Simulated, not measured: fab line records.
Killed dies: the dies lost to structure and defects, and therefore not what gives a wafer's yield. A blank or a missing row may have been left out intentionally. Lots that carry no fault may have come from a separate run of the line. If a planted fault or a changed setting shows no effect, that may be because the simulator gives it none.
Matching of chambers + flow nand_harc + NHARC_A_STAIRCASE_ALD_420 on ald_hk-04: 4 sister chambers
The step deposits SiO2, target thk 20 nm, pulse time 6 s, ald cycles 200. 8 wafers are shown with their chamber, then 9 later ones without.

== WAFERS PAIRED WITH THEIR CHAMBERS ==
| wafer  | chamber | heater_power_w (W) | precursor_pulse_height_rel |
|--------|---------|--------------------|----------------------------|
| L076.2 | 3       | 428                | 0.994                      |
| L081.5 | 2       | 410                | 0.982                      |
| L087.4 | 3       | 424                | 0.987                      |
| L088.4 | 0       | 551                | 1.001                      |
| L088.5 | 2       | 422                | 0.992                      |
| L090.3 | 0       | 551                | 1.001                      |
| L090.4 | 1       | 444                | 1.031                      |
| L090.5 | 1       | 430                | 0.990                      |

== WAFERS MISSING THEIR CHAMBER ==
| wafer  | heater_power_w (W) | precursor_pulse_height_rel |
|--------|--------------------|----------------------------|
| L093.1 | 432                | 1.005                      |
| L093.4 | 432                | 1.021                      |
| L093.5 | 425                | 0.964                      |
| L094.3 | 432                | 1.009                      |
| L094.5 | 435                | 1.051                      |
| L094.6 | 409                | 1.040                      |
| L097.1 | 412                | 1.000                      |
| L097.2 | 532                | 0.989                      |
| L097.6 | 413                | 1.017                      |

== EACH ONE'S CHAMBER ==
| wafer  | from the rows above          | in truth |
|--------|------------------------------|----------|
| L093.1 | can't be placed: 1 or 3 or 2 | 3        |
| L093.4 | can't be placed: 1 or 3      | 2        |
| L093.5 | can't be placed: 3 or 2 or 1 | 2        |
| L094.3 | can't be placed: 1 or 3      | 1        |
| L094.5 | can't be placed: 1 or 3      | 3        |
| L094.6 | can't be placed: 2 or 3 or 1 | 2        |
| L097.1 | can't be placed: 2 or 3      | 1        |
| L097.2 | 0                            | 0        |
| L097.6 | can't be placed: 2 or 3 or 1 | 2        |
Placed correctly: 1 of 9. Can't be placed from these rows: 8 (the true chamber is among the candidates in 6). Wrongly placed: 0.
How it was worked out, from the rows above alone: a wafer's distance from a chamber is the root of the sum, over the readings, of the square of ((its reading less the chamber's mean) divided by the reading's scatter). The wafer belongs to the nearest chamber; if the next one is less than 2 further off, it can't be placed. The mean given for a chamber averages the wafers shown for that chamber. The scatter is the square root of a quotient: the sum, over the shown wafers, of each reading's squared deviation from its chamber's mean, divided by wafers minus chambers.
